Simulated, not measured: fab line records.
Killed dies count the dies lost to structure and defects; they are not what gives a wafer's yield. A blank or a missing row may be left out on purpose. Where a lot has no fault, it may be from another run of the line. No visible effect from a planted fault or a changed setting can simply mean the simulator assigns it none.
fab line records	flow n5-finfet
record: lots: 9	wafers: 25	last-day: 17
route steps=1938 shown HKMG_FIN@431 BEOL_M4@1111 PASSIVATION@1936
lots that met no fault: taken from a fault-free run of the same line
start-h: the number of hours between the record's first day and the start of the first shown wafer of the lot	wait-h: hours elapsed since this lot's preceding step	" repeats the value in the row above	L1.1+2: several wafers, shown together as one row	- either no value or no given start	* or withheld: withheld	< > ~ a bound
route shown NAME@n: names a module that has steps shown in the file, with the first one's number in the route	usual: the fault-free wafers' mean and standard deviation	same: alike in all rows	chamber/n: place in a boat	sites: the reading at each site	_std_site: the standard deviation of these	_edge_site: inner sites' mean taken away from outer sites' mean	radius-mm: how far each site lies from the wafer's centre	mask NAME#n: copy n	behind: the most recent tool/chamber to have shaped the wafer	hold: why the lot was held/for how many hours/how that ended	device: which transistor (n, p or np) failed to switch	end of line: tests of these same wafers at the route's end	a step given without rows: its recipe and nothing more	killed: dies that structure and defects cost at the first sort, which is not the same as the wafer's yield	map: per-die view of a wafer (x killed, . not killed, _ where there is no die)
set.NAME: the run value of the setting; set.NAME@STEP: its run value at that earlier step	model.NAME: the simulator's own value behind a step, which no gauge read
a sample of lots followed through the steps of the route, with each step as a table and each wafer as a row
services: when a tool's chamber went out of use (start-h, in hours from the record's first day, below 0 if earlier), for how many hours, and the reason
== steps ==
step: N5_HKMG_FIN_OVL_MEAS_13
recipe: points-per-wafer: 44
usual: NWFM_OVL: 0.5/0.72
lot.wafer	tool	chamber	start-h	wait-h	NWFM_OVL[nm]
L428.1	overlay-02	0	100.34	0.0	0.7
L428.4	"	0	"	"	0.9
L428.6	"	0	"	"	1.4
L430.1	overlay-01	0	112.59	0.0	0.1
L430.3	"	0	"	"	0.2
L430.4	"	0	"	"	1.2
L431.2	overlay-02	0	117.95	0.0	1.2
L431.4	"	0	"	"	0.4
L431.6	"	0	"	"	0.6
L432.2	overlay-02	0	122.07	0.0	-0.2
L432.3	"	0	"	"	-0.7
L432.6	"	0	"	"	-1.4
L435.2	overlay-01	0	141.94	0.0	0.2
L435.4	"	0	"	"	-0.3
L436.3	overlay-02	0	146.03	0.0	0.7
L436.4	"	0	"	"	0.1
L440.1	overlay-01	0	170.55	0.0	0.7
L440.2	"	0	"	"	0.8
L440.5	"	0	"	"	0.1
L442.1	overlay-01	0	180.96	0.0	-0.9
L442.3	"	0	"	"	-0.3
L442.6	"	0	"	"	-0.6
L444.1	overlay-02	0	194.43	0.0	0.5
L444.2	"	0	"	"	1.3
L444.3	"	0	"	"	1.8
step: N5_HKMG_FIN_INSPECT_14
recipe: mode: adi	inspect-instrument: macro
usual: raw-defect-count: 2.1/1.4
lot.wafer	tool	chamber	start-h	wait-h	raw-defect-count
L428.1	defect-inspect-01	-	100.37	0.0	4
L428.4	"	-	"	"	3
L428.6	"	-	"	"	2
L430.1	defect-inspect-01	-	112.62	0.0	3
L430.3	"	-	"	"	3
L430.4	"	-	"	"	2
L431.2	defect-inspect-01	-	117.98	0.0	6
L431.4	"	-	"	"	2
L431.6	"	-	"	"	1
L432.2	defect-inspect-02	-	122.10	0.0	4
L432.3	"	-	"	"	0
L432.6	"	-	"	"	1
L435.2	defect-inspect-02	-	141.96	0.0	0
L435.4	"	-	"	"	0
L436.3	defect-inspect-01	-	146.05	0.0	3
L436.4	"	-	"	"	3
L440.1	defect-inspect-02	-	170.57	0.0	2
L440.2	"	-	"	"	1
L440.5	"	-	"	"	2
L442.1	defect-inspect-02	-	180.98	0.0	1
L442.3	"	-	"	"	2
L442.6	"	-	"	"	2
L444.1	defect-inspect-01	-	194.45	0.0	4
L444.2	"	-	"	"	0
L444.3	"	-	"	"	3
step: N5_HKMG_FIN_NWFM_ALD_20
recipe: material: TiAlC	target-thk-a: 20	temp-c: 300	ald-precursor-family: TiCl4	ald-co-reactant: TEA	pulse-time-s: 3	purge-time-s: 2	co-reactant-purge-time-s: 2	co-reactant-pulse-time-s: 10	ald-cycles: 7	pressure-torr: 3
usual: ald-cycles: 7/0	heater-power-w: 496/51	precursor-pulse-height-rel: 1.000/0.018
lot.wafer	tool	chamber	start-h	wait-h	ald-cycles	heater-power-w	precursor-pulse-height-rel
L428.1	ald-metal-03	1	102.45	0.3	7	434	0.999
L428.4	"	3	"	"	7	435	1.016
L428.6	"	2	"	"	7	509	1.002
L430.1	ald-metal-04	2	114.81	0.3	7	431	1.004
L430.3	"	0	"	"	7	564	1.002
L430.4	"	3	"	"	7	530	0.987
L431.2	ald-metal-04	2	119.96	0.3	7	429	0.997
L431.4	"	1	"	"	7	565	0.971
L431.6	"	1	"	"	7	569	1.000
L432.2	ald-metal-04	0	124.38	0.3	6	564	1.002
L432.3	"	2	"	"	7	451	1.006
L432.6	"	2	"	"	7	446	1.023
L435.2	ald-metal-04	2	144.00	0.3	6	427	0.980
L435.4	"	1	"	"	6	572	1.006
L436.3	ald-metal-04	3	148.09	0.1	7	533	0.975
L436.4	"	3	"	"	6	533	1.034
L440.1	ald-metal-02	3	172.59	0.3	7	554	1.000
L440.2	"	0	"	"	7	489	1.017
L440.5	"	2	"	"	7	484	0.975
L442.1	ald-metal-02	1	183.07	0.3	7	441	1.037
L442.3	"	3	"	"	7	533	1.033
L442.6	"	0	"	"	7	485	1.000
L444.1	ald-metal-03	1	196.88	0.3	7	432	0.990
L444.2	"	2	"	"	7	510	1.029
L444.3	"	3	"	"	7	439	0.988
step: N5_HKMG_FIN_ETCHBACK_68
recipe: chemistry: Cl2/Ar	stop-on: HfO2	target-depth-a: 5	pressure-mtorr: 10	icp-w: 600	bias-w: 60	Cl2_flow_sccm: 40	Ar_flow_sccm: 60
usual: bias-w: 60.00/0.2	drypump-motor-current-A: 6.1/0.5	he-backside-leak-sccm: 3.52/0.29	mfc-ar-sccm: 60.00/0.17	oes-product-au: 0.78/0.083	rf-fwd-power-W: 596.6/2.2	throttle-valve-pct: 20.85/0.23
lot.wafer	tool	chamber	start-h	wait-h	bias-w	drypump-motor-current-A	he-backside-leak-sccm	mfc-ar-sccm	oes-product-au	rf-fwd-power-W	rf-hours-counter-h	throttle-valve-pct
L428.1	rie-metal-01	1	103.11	0.0	59.99	5.6	3.38	59.93	0.76	600.0	22	20.86
L428.4	"	0	"	"	60.14	6.0	3.53	60.11	0.66	597.1	-	21.00
L428.6	"	1	"	"	60.08	5.6	3.39	60.19	0.82	600.9	-	20.78
L430.1	rie-metal-02	0	115.49	0.0	60.22	6.6	3.34	59.88	0.65	594.3	29	21.22
L430.3	"	0	"	"	59.96	6.6	3.43	59.81	0.82	591.7	-	21.00
L430.4	"	1	"	"	60.47	6.5	3.58	60.15	0.81	597.8	-	20.49
L431.2	rie-metal-02	1	120.62	0.0	60.13	6.5	3.72	59.80	0.81	596.3	34	20.48
L431.4	"	0	"	"	59.95	6.6	3.53	60.04	0.82	594.5	-	21.02
L431.6	"	1	"	"	60.14	6.5	3.59	60.13	0.82	596.2	-	20.45
L432.2	rie-metal-01	1	125.04	0.0	60.11	5.6	3.48	59.98	0.82	596.5	23	20.78
L432.3	"	0	"	"	60.00	6.0	3.47	60.00	0.66	596.1	-	21.02
L432.6	"	1	"	"	60.24	5.6	3.64	59.93	0.82	598.2	-	20.78
L435.2	rie-metal-01	1	144.73	0.1	59.71	5.6	3.46	60.01	0.81	598.1	-	20.78
L435.4	"	1	"	"	59.91	5.6	3.35	59.99	0.81	598.2	-	20.80
L436.3	rie-metal-01	1	148.82	0.1	60.17	5.6	3.15	59.89	0.81	595.5	-	20.79
L436.4	"	1	"	"	60.05	5.6	3.28	59.76	0.80	599.1	-	20.80
L440.1	rie-metal-02	0	173.25	0.0	59.59	6.6	3.46	60.06	0.79	595.2	35	21.02
L440.2	"	1	"	"	60.12	6.5	3.58	59.92	0.80	597.5	40	20.51
L440.5	"	0	"	"	59.96	6.6	3.39	59.99	0.69	592.9	-	21.16
L442.1	rie-metal-02	0	183.73	0.0	59.78	6.6	3.59	60.10	0.80	592.4	36	21.04
L442.3	"	0	"	"	59.92	6.6	3.33	59.93	0.79	592.8	-	21.03
L442.6	"	1	"	"	60.24	6.5	3.64	60.18	0.65	597.2	-	20.67
L444.1	rie-metal-03	0	197.54	0.0	60.27	6.2	3.59	60.22	0.76	595.6	42	20.76
L444.2	"	1	"	"	60.53	5.3	3.27	59.96	0.92	595.6	6	20.93
L444.3	"	1	"	"	60.18	5.3	3.12	59.79	0.92	596.7	-	20.91
step: N5_BEOL_M4_RC_MEAS_101
usual: DIBL_N: 36.4/1.5	DIBL_P: 36.4/1.6	IOFF_N: 0.164/0.025	IOFF_N_85C: 3.2/0.39	IOFF_N_LIN: 0.075/0.0096	IOFF_N_LONG: 5.55e-05/2.1e-06	IOFF_P: 0.214/0.028	IOFF_P_LIN: 0.101/0.011	IOFF_P_LONG: 0.000104/7.3e-06	ION_N: 675/9.9	ION_P: 463/6.5	SS_N: 71.5/0.5	SS_P: 73.3/0.56	VT_N: 249.2/2.7	VT_N_LONG: 274.8/2.2	VT_N_LVT: 98.0/2.9	VT_P: -250.1/2.8	VT_P_LONG: -275.3/2.8	VT_P_LVT: -98.6/2.2
lot.wafer	tool	chamber	start-h	wait-h	DIBL_N[mV/V]	DIBL_P[mV/V]	IOFF_N[nA/um]	IOFF_N_85C[nA/um]	IOFF_N_LIN[nA/um]	IOFF_N_LONG[nA/um]	IOFF_P[nA/um]	IOFF_P_LIN[nA/um]	IOFF_P_LONG[nA/um]	ION_N[uA/um]	ION_P[uA/um]	SS_N[mV/dec]	SS_P[mV/dec]	VT_N[mV]	VT_N_LONG[mV]	VT_N_LVT[mV]	VT_P[mV]	VT_P_LONG[mV]	VT_P_LVT[mV]
L428.1	prober-01	0	189.48	0.0	35.8	35.7	0.163	3.2	0.076	5.47e-05	0.214	0.103	9.8e-05	678	462	70.9	73.4	250.3	275.9	100.4	-252.0	-276.5	-101.0
L428.4	"	0	"	"	35.2	34.7	0.154	3.0	0.072	5.54e-05	0.195	0.095	9.5e-05	676	460	71.1	73.3	250.3	275.1	102.1	-250.5	-278.9	-101.7
L428.6	"	0	"	"	34.1	34.3	0.136	2.8	0.065	5.5e-05	0.186	0.091	9.6e-05	664	460	70.7	72.3	253.4	275.7	102.3	-251.6	-278.5	-102.1
L430.1	prober-01	0	204.93	0.0	37.0	38.9	0.179	3.4	0.082	5.75e-05	0.242	0.111	0.000104	677	462	72.6	72.9	247.9	272.6	95.7	-251.3	-270.9	-96.7
L430.3	"	0	"	"	37.1	39.1	0.171	3.3	0.078	5.54e-05	0.249	0.112	0.000108	676	464	72.4	73.9	250.5	276.8	97.0	-248.7	-272.8	-97.6
L430.4	"	0	"	"	35.8	37.2	0.159	3.1	0.073	5.74e-05	0.212	0.101	0.000104	677	466	71.5	73.1	251.4	271.7	97.5	-248.6	-273.8	-97.8
L432.2	prober-01	0	213.79	0.2	35.3	38.5	0.069	1.6	0.032	3.4e-05	0.309	0.150	0.00014	617	477	71.6	73.5	273.1	294.5	125.1	-239.3	-263.8	-92.0
L432.3	"	0	"	"	35.9	37.9	0.158	3.1	0.072	5.36e-05	0.246	0.119	0.000117	671	469	71.8	74.0	251.9	274.6	102.9	-246.6	-269.7	-97.6
L432.6	"	0	"	"	35.8	37.8	0.153	3.0	0.069	5.43e-05	0.246	0.118	0.000116	669	462	71.8	73.8	252.0	278.6	103.5	-245.0	-271.9	-97.3
L431.2	prober-01	0	214.72	1.1	38.0	38.1	0.188	3.6	0.087	5.74e-05	0.232	0.106	0.000101	679	458	71.8	73.6	246.1	272.2	95.0	-248.4	-276.7	-97.2
L431.4	"	0	"	"	39.0	39.0	0.219	4.1	0.098	5.88e-05	0.242	0.111	0.000103	694	469	72.1	73.2	242.9	272.1	91.7	-249.2	-276.3	-96.3
L431.6	"	0	"	"	38.1	37.9	0.191	3.7	0.090	5.71e-05	0.228	0.105	0.000102	688	466	71.2	74.3	244.9	272.6	93.6	-249.0	-275.6	-98.7
L435.2	prober-01	0	234.70	0.2	36.5	37.1	0.084	1.8	0.038	3.67e-05	0.320	0.145	0.000141	644	486	72.6	73.9	266.7	297.0	118.2	-240.4	-265.2	-90.4
L435.4	"	0	"	"	34.9	34.9	0.071	1.5	0.033	3.67e-05	0.283	0.136	0.000141	618	469	72.1	73.2	270.7	296.2	121.5	-241.0	-262.9	-91.6
L436.3	prober-01	0	241.50	0.3	33.9	34.3	0.121	2.5	0.059	5.23e-05	0.169	0.081	9.4e-05	661	455	70.4	73.0	255.1	278.7	101.9	-252.1	-278.6	-102.3
L436.4	"	0	"	"	36.6	37.4	0.076	1.6	0.034	3.44e-05	0.256	0.115	0.00011	619	461	71.3	73.3	268.8	299.5	119.7	-247.2	-272.3	-93.8
L440.1	prober-02	0	269.79	0.4	36.1	35.7	0.175	3.5	0.080	5.77e-05	0.209	0.096	9.9e-05	686	466	71.6	72.9	244.6	270.7	98.2	-251.3	-276.4	-99.8
L440.2	"	0	"	"	34.7	34.1	0.146	3.0	0.069	5.68e-05	0.191	0.092	0.000103	675	464	71.5	72.1	250.2	271.4	99.7	-250.9	-273.8	-101.0
L440.5	"	0	"	"	36.1	36.0	0.174	3.5	0.080	5.73e-05	0.210	0.096	9.7e-05	682	459	71.4	73.4	249.9	275.3	96.3	-251.5	-276.9	-100.5
L442.1	prober-02	0	276.77	0.0	36.6	36.1	0.169	3.2	0.078	5.43e-05	0.222	0.103	0.000105	680	464	72.2	74.0	246.4	274.8	98.9	-247.6	-275.6	-98.6
L442.3	"	0	"	"	37.7	37.9	0.189	3.5	0.086	5.53e-05	0.250	0.113	0.000108	681	469	71.9	73.8	244.4	274.7	97.2	-248.1	-272.2	-97.6
L442.6	"	0	"	"	36.6	36.4	0.160	3.1	0.075	5.4e-05	0.222	0.102	0.000107	669	469	72.1	74.0	248.8	277.0	100.4	-249.1	-275.0	-99.5
L444.1	prober-01	0	288.38	0.0	37.0	37.4	0.161	3.2	0.075	5.61e-05	0.218	0.100	0.000101	674	463	71.5	73.1	247.9	275.0	95.9	-252.6	-276.8	-96.5
L444.2	"	0	"	"	36.1	36.9	0.150	3.0	0.073	5.69e-05	0.207	0.095	0.0001	677	464	72.0	72.8	247.4	272.8	96.2	-249.7	-276.0	-97.5
L444.3	"	0	"	"	36.7	37.4	0.152	3.0	0.072	5.64e-05	0.208	0.096	0.000104	669	464	71.9	73.1	248.8	273.7	96.8	-250.3	-276.6	-97.2
step: N5_PASSIVATION_PROBE_49
usual: defect-limited-yield: 91.1/1.4	killed_at_M0_to_M3: 35/8.7	killed_at_M4_up: 14/5.3	killed-at-contacts: 12/6.2	killed-at-front-end: 41/12	killed-at-other: 3.4/2.6	killed-dies: 105/16	killed-open: 67/13	killed-short: 36/7.3	sort_bin_5_function: 5.2/0.96	sort_bin_6_memory: 3.3/0.6	sort_bin_8_speed: 0/0	sort-n-pass: 1075/16	sort-yield-pct: 91.1/1.4
same: gross-dies: 1180	killed-at-back-side: 0	sort_bin_4_leakage[%]: 0
lot.wafer	tool	chamber	start-h	wait-h	defect-limited-yield[%]	killed_at_M0_to_M3	killed_at_M4_up	killed-at-contacts	killed-at-front-end	killed-at-other	killed-dies	killed-open	killed-short	sort_bin_5_function[%]	sort_bin_6_memory[%]	sort_bin_8_speed[%]	sort-n-pass	sort-yield-pct[%]
L428.1	prober-02	-	281.32	0.0	90.1	41	5	17	49	5	117	74	41	6.1	3.6	0	1063	90.1
L428.4	prober-02	-	281.47	0.2	89.2	47	9	11	55	5	127	70	54	6.4	3.7	0	1053	89.2
L428.6	prober-02	-	281.57	0.3	90.8	43	14	5	44	3	109	63	44	4.9	4.0	0	1071	90.8
L430.1	prober-01	-	305.14	0.0	88.5	46	11	5	69	5	136	83	52	7.5	3.6	0	1044	88.5
L430.3	prober-01	-	305.24	0.1	91.2	42	8	6	47	1	104	69	35	5.6	3.0	0	1076	91.2
L430.4	prober-01	-	305.29	0.2	90.0	32	12	8	66	0	118	67	46	6.3	3.1	0	1062	90.0
L431.2	prober-01	-	315.23	0.1	89.0	49	8	14	56	3	130	80	49	6.0	4.5	0	1050	89.0
L431.4	prober-01	-	315.33	0.2	89.4	46	16	10	51	2	125	89	36	6.2	4.1	0	1055	89.4
L431.6	prober-01	-	315.43	0.3	90.1	30	10	18	54	5	117	86	31	6.4	3.0	0	1063	90.1
L432.2	prober-01	-	318.68	0.1	92.1	23	15	12	39	4	93	60	30	4.7	3.0	58.31	399	33.8
L432.3	prober-01	-	318.73	0.1	92.9	25	12	9	35	3	84	48	32	3.4	3.5	0	1096	92.9
L432.6	prober-01	-	318.88	0.3	93.1	27	15	9	29	1	81	49	32	3.7	3.1	0	1099	93.1
L435.2	prober-01	-	336.15	0.1	91.0	36	8	13	45	4	106	60	41	4.9	3.1	1.36	1058	89.7
L435.4	prober-01	-	336.25	0.2	91.1	32	3	16	46	8	105	66	38	5.8	2.7	50.68	477	40.4
L436.3	prober-02	-	348.01	0.3	91.4	29	17	6	43	7	102	67	35	5.3	3.2	0	1078	91.4
L436.4	prober-02	-	348.06	0.3	91.9	36	4	5	50	1	96	58	37	5.0	2.5	45.25	550	46.6
L440.1	prober-02	-	364.91	0.0	88.3	33	12	19	70	4	138	93	44	6.3	4.7	0	1042	88.3
L440.2	prober-02	-	364.96	0.1	87.9	46	11	36	45	5	143	96	47	6.9	4.6	0	1037	87.9
L440.5	prober-02	-	365.11	0.2	91.4	32	19	19	26	6	102	73	27	4.9	3.5	0	1078	91.4
L442.1	prober-02	-	385.48	0.0	90.8	41	17	10	37	3	108	67	40	4.6	4.3	0	1072	90.8
L442.3	prober-02	-	385.58	0.1	90.8	30	14	16	41	8	109	63	42	5.5	3.1	0	1071	90.8
L442.6	prober-02	-	385.73	0.3	93.1	18	14	8	33	8	81	54	25	3.9	2.3	0	1099	93.1
L444.1	prober-01	-	398.14	0.0	90.5	33	23	20	32	4	112	72	40	5.3	3.9	0	1068	90.5
L444.2	prober-01	-	398.19	0.1	88.1	54	15	15	53	3	140	99	41	6.9	4.5	0	1040	88.1
L444.3	prober-01	-	398.24	0.1	91.5	37	16	19	25	3	100	69	30	5.4	3.0	0	1080	91.5
killed by level:class
L428.1 BEOL_M0_SAQP:geometric-particle:short=16 MOL_CONTACT_COAG:geometric-particle:open=14 FIN_SAQP:geometric-particle:open=12 BEOL_M1:geometric-particle:open=7 GATE_CUT:geometric-particle:open=6 GATE_CUT:geometric-particle:short=6 FIN_SAQP:geometric-particle:short=5 BEOL_M2:geometric-particle:open=5
L428.4 FIN_SAQP:geometric-particle:short=19 FIN_SAQP:geometric-particle:open=15 BEOL_M0_SAQP:geometric-particle:short=15 BEOL_M0_SAQP:geometric-particle:open=9 MOL_CONTACT_COAG:geometric-particle:open=9 BEOL_M1:geometric-particle:open=7 BEOL_M3:geometric-particle:open=5 STI_FIN_REVEAL:geometric-particle:open=4
L428.6 FIN_SAQP:geometric-particle:short=17 BEOL_M0_SAQP:geometric-particle:open=11 BEOL_M0_SAQP:geometric-particle:short=11 BEOL_M1:geometric-particle:open=9 FIN_SAQP:geometric-particle:open=7 STI_FIN_REVEAL:geometric-particle:open=6 BEOL_M2:geometric-particle:open=6 BEOL_M4:geometric-particle:open=5
L430.1 FIN_SAQP:geometric-particle:open=20 FIN_SAQP:geometric-particle:short=15 BEOL_M1:geometric-particle:open=12 BEOL_M0_SAQP:geometric-particle:short=11 BEOL_M0_SAQP:geometric-particle:open=8 STI_FIN_REVEAL:geometric-particle:open=6 DUMMY_GATE:geometric-particle:open=6 BEOL_M1:geometric-particle:short=5
L430.3 FIN_SAQP:geometric-particle:open=14 BEOL_M0_SAQP:geometric-particle:open=10 STI_FIN_REVEAL:geometric-particle:open=9 BEOL_M0_SAQP:geometric-particle:short=9 BEOL_M1:geometric-particle:open=8 BEOL_M1:geometric-particle:short=6 FIN_SAQP:geometric-particle:short=5 BEOL_M2:geometric-particle:open=5
L430.4 FIN_SAQP:geometric-particle:open=17 BEOL_M0_SAQP:geometric-particle:open=15 FIN_SAQP:geometric-particle:short=14 GATE_CUT:geometric-particle:short=11 BEOL_M0_SAQP:geometric-particle:short=8 STI_FIN_REVEAL:geometric-particle:open=6 GATE_CUT:geometric-particle:open=6 MOL_CONTACT_COAG:geometric-particle:open=6
L431.2 BEOL_M1:geometric-particle:open=14 STI_FIN_REVEAL:geometric-particle:open=14 MOL_CONTACT_COAG:geometric-particle:open=11 BEOL_M0_SAQP:geometric-particle:short=10 FIN_SAQP:geometric-particle:short=7 FIN_SAQP:geometric-particle:open=7 BEOL_M3:geometric-particle:open=6 BEOL_M0_SAQP:geometric-particle:open=6
L431.4 STI_FIN_REVEAL:geometric-particle:open=24 BEOL_M0_SAQP:geometric-particle:open=17 FIN_SAQP:geometric-particle:open=9 BEOL_M2:geometric-particle:open=7 MOL_CONTACT_COAG:geometric-particle:open=6 BEOL_M0_SAQP:geometric-particle:short=6 FIN_SAQP:geometric-particle:short=5 MOL_CONTACT_COAG:geometric-particle:short=4
L431.6 MOL_CONTACT_COAG:geometric-particle:open=14 STI_FIN_REVEAL:geometric-particle:open=12 BEOL_M0_SAQP:geometric-particle:open=10 FIN_SAQP:geometric-particle:open=8 ILD0:geometric-particle:open=7 BEOL_M3:geometric-particle:open=6 FIN_SAQP:geometric-particle:short=5 DUMMY_GATE:geometric-particle:open=5
L432.2 MOL_CONTACT_COAG:geometric-particle:open=10 BEOL_M2:geometric-particle:open=10 FIN_SAQP:geometric-particle:short=6 DUMMY_GATE:geometric-particle:open=6 BEOL_M4:geometric-particle:open=5 FIN_SAQP:geometric-particle:open=4 STI_FIN_REVEAL:geometric-particle:open=4 STARTING-WAFER:geometric-particle:open=4
L432.3 FIN_SAQP:geometric-particle:short=8 FIN_SAQP:geometric-particle:open=8 MOL_CONTACT_COAG:geometric-particle:open=8 BEOL_M3:geometric-particle:short=6 STI_FIN_REVEAL:geometric-particle:open=5 BEOL_M0_SAQP:geometric-particle:open=5 BEOL_M2:geometric-particle:open=5 DUMMY_GATE:geometric-particle:open=4
L432.6 BEOL_M1:geometric-particle:open=10 FIN_SAQP:geometric-particle:open=8 FIN_SAQP:geometric-particle:short=7 MOL_CONTACT_COAG:geometric-particle:open=7 BEOL_M4:geometric-particle:open=6 BEOL_M0_SAQP:geometric-particle:short=4 STI_FIN_REVEAL:geometric-particle:open=3 GATE_CUT:geometric-particle:short=3
L435.2 BEOL_M0_SAQP:geometric-particle:short=13 BEOL_M0_SAQP:geometric-particle:open=11 MOL_CONTACT_COAG:geometric-particle:open=10 STI_FIN_REVEAL:geometric-particle:open=8 GATE_CUT:geometric-particle:short=8 BEOL_M3:geometric-particle:open=6 FIN_SAQP:geometric-particle:short=4 HKMG_FIN:area-etch=4
L435.4 BEOL_M0_SAQP:geometric-particle:open=13 MOL_CONTACT_COAG:geometric-particle:open=13 FIN_SAQP:geometric-particle:short=12 GATE_CUT:geometric-particle:short=9 FIN_SAQP:geometric-particle:open=8 BEOL_M0_SAQP:geometric-particle:short=6 STI_FIN_REVEAL:geometric-particle:open=5 BEOL_M1:geometric-particle:open=4
L436.3 FIN_SAQP:geometric-particle:open=18 FIN_SAQP:geometric-particle:short=9 BEOL_M3:geometric-particle:open=9 BEOL_M4:geometric-particle:open=7 BEOL_M0_SAQP:geometric-particle:short=6 BEOL_M0_SAQP:geometric-particle:open=5 MOL_CONTACT_COAG:geometric-particle:open=4 STI_FIN_REVEAL:geometric-particle:open=3
L436.4 BEOL_M3:geometric-particle:open=12 FIN_SAQP:geometric-particle:short=9 GATE_CUT:geometric-particle:short=8 BEOL_M0_SAQP:geometric-particle:open=8 FIN_SAQP:geometric-particle:open=7 GATE_CUT:geometric-particle:open=6 STI_FIN_REVEAL:geometric-particle:open=4 BEOL_M0_SAQP:geometric-particle:short=4
L440.1 FIN_SAQP:geometric-particle:open=33 MOL_CONTACT_COAG:geometric-particle:open=19 FIN_SAQP:geometric-particle:short=18 BEOL_M1:geometric-particle:open=12 BEOL_M0_SAQP:geometric-particle:short=5 GATE_CUT:geometric-particle:short=5 BEOL_M0_SAQP:geometric-particle:open=5 BEOL_M1:geometric-particle:short=4
L440.2 MOL_CONTACT_COAG:geometric-particle:open=28 FIN_SAQP:geometric-particle:open=22 FIN_SAQP:geometric-particle:short=13 BEOL_M1:geometric-particle:open=12 BEOL_M0_SAQP:geometric-particle:short=9 BEOL_M2:geometric-particle:open=8 MOL_CONTACT_COAG:geometric-particle:short=8 BEOL_M3:geometric-particle:open=7
L440.5 MOL_CONTACT_COAG:geometric-particle:open=17 FIN_SAQP:geometric-particle:short=11 BEOL_M0_SAQP:geometric-particle:open=8 BEOL_M1:geometric-particle:open=8 BEOL_M4:geometric-particle:open=7 FIN_SAQP:geometric-particle:open=5 BEOL_M0_SAQP:geometric-particle:short=5 BEOL_M2:geometric-particle:open=4
L442.1 BEOL_M0_SAQP:geometric-particle:open=11 BEOL_M0_SAQP:geometric-particle:short=9 STI_FIN_REVEAL:geometric-particle:open=8 FIN_SAQP:geometric-particle:short=7 MOL_CONTACT_COAG:geometric-particle:open=7 BEOL_M2:geometric-particle:open=7 FIN_SAQP:geometric-particle:open=5 STARTING-WAFER:geometric-particle:open=5
L442.3 MOL_CONTACT_COAG:geometric-particle:open=11 BEOL_M0_SAQP:geometric-particle:short=10 FIN_SAQP:geometric-particle:short=8 STI_FIN_REVEAL:geometric-particle:open=7 FIN_SAQP:geometric-particle:open=6 BEOL_M1:geometric-particle:open=6 GATE_CUT:geometric-particle:short=5 MOL_CONTACT_COAG:geometric-particle:short=5
L442.6 FIN_SAQP:geometric-particle:open=11 MOL_CONTACT_COAG:geometric-particle:open=6 BEOL_M0_SAQP:geometric-particle:open=5 BEOL_M4:geometric-particle:open=5 FIN_SAQP:geometric-particle:short=4 BEOL_M5:geometric-particle:open=4 GATE_CUT:geometric-particle:open=4 GATE_CUT:geometric-particle:short=4
L444.1 MOL_CONTACT_COAG:geometric-particle:open=17 BEOL_M4:geometric-particle:open=17 BEOL_M0_SAQP:geometric-particle:short=11 FIN_SAQP:geometric-particle:short=6 BEOL_M0_SAQP:geometric-particle:open=6 BEOL_M3:geometric-particle:open=5 STI_FIN_REVEAL:geometric-particle:open=4 ILD0:geometric-particle:short=4
L444.2 STI_FIN_REVEAL:geometric-particle:open=20 BEOL_M0_SAQP:geometric-particle:open=17 MOL_CONTACT_COAG:geometric-particle:open=14 BEOL_M0_SAQP:geometric-particle:short=14 BEOL_M3:geometric-particle:open=11 STI_FIN_REVEAL:geometric-particle:short=7 BEOL_M2:geometric-particle:open=6 BEOL_M4:geometric-particle:open=6
L444.3 MOL_CONTACT_COAG:geometric-particle:open=14 BEOL_M0_SAQP:geometric-particle:open=11 BEOL_M0_SAQP:geometric-particle:short=10 BEOL_M3:geometric-particle:open=9 STI_FIN_REVEAL:geometric-particle:open=8 BEOL_M4:geometric-particle:open=7 FIN_SAQP:geometric-particle:open=5 BEOL_M2:geometric-particle:open=5
== services ==
tool	chamber	start-h	hours	kind
rie-metal-02	1	89.67	8.2	repair
rie-metal-03	1	121.91	-	clean
rie-metal-03	1	121.91	17.2	scheduled-down
rie-metal-03	1	121.91	17.2	vent-cycle
rie-metal-02	0	123.42	13.7	repair
ald-metal-04	0	124.71	31.1	repair
rie-metal-02	-	128.87	2.8	pm
rie-metal-02	-	132.12	2.2	repair
rie-metal-01	0	139.66	5.8	repair
rie-metal-01	0	145.57	27.8	repair
rie-metal-01	-	151.98	1.0	repair
ald-metal-03	0	184.81	18.2	repair
== key ==
first-sign: step: N5_HKMG_FIN_NWFM_ALD_20	reading: ald-cycles	direction: down	sigmas: 99+	usual: *	struck: *
effect: step: N5_BEOL_M4_RC_MEAS_101	reading: VT_N_LONG	direction: up	sigmas: 9.9	usual: 274.8	struck: 296.8
effect: step: N5_BEOL_M4_RC_MEAS_101	reading: IOFF_N_LONG	direction: down	sigmas: 9.5	usual: 5.55e-05	struck: 3.55e-05
effect: step: N5_BEOL_M4_RC_MEAS_101	reading: VT_N_LVT	direction: up	sigmas: 7.9	usual: 98.0	struck: 121.1
effect: step: N5_BEOL_M4_RC_MEAS_101	reading: VT_N	direction: up	sigmas: 7.7	usual: 249.2	struck: 269.8
effect: step: N5_BEOL_M4_RC_MEAS_101	reading: ION_N	direction: down	sigmas: 5.2	usual: 675	struck: 624
effect: step: N5_BEOL_M4_RC_MEAS_101	reading: IOFF_N_LIN	direction: down	sigmas: 4.2	usual: 0.075	struck: 0.034
effect: step: N5_BEOL_M4_RC_MEAS_101	reading: IOFF_N_85C	direction: down	sigmas: 4	usual: 3.2	struck: 1.6
effect: step: N5_BEOL_M4_RC_MEAS_101	reading: IOFF_P_LONG	direction: up	sigmas: 4	usual: 0.000104	struck: 0.000133
effect: step: N5_BEOL_M4_RC_MEAS_101	reading: IOFF_N	direction: down	sigmas: 3.6	usual: 0.164	struck: 0.075
effect: step: N5_BEOL_M4_RC_MEAS_101	reading: VT_P_LONG	direction: up	sigmas: 3.3	usual: -275.3	struck: -266.1
effect: step: N5_BEOL_M4_RC_MEAS_101	reading: IOFF_P_LIN	direction: up	sigmas: 3.2	usual: 0.101	struck: 0.137	wafers-moved: 3
effect: step: N5_BEOL_M4_RC_MEAS_101	reading: VT_P_LVT	direction: up	sigmas: 3	usual: -98.6	struck: -92.0
effect: step: N5_PASSIVATION_PROBE_49	reading: sort_bin_8_speed	direction: up	sigmas: 99+	usual: 0	struck: 38.90
met-at N5_HKMG_FIN_NWFM_ALD_20
struck-lots L432,L435,L436
struck-wafers L432.2,L435.2,L435.4,L436.4
not-acting-at N5_HKMG_FIN_OVL_MEAS_13,N5_HKMG_FIN_INSPECT_14,N5_HKMG_FIN_ETCHBACK_68
onset-between 119.96 124.38
fault: kind: process-parameter-drift	tool: ald-metal-04	chamber: -	onset-h: 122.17	steps: N5_HKMG_FIN_NWFM_ALD_20	channel: ald-cycles	offset: *	shape: step	end-h: 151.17	scope: struck-wafers-only	acts-in: *	stated: *
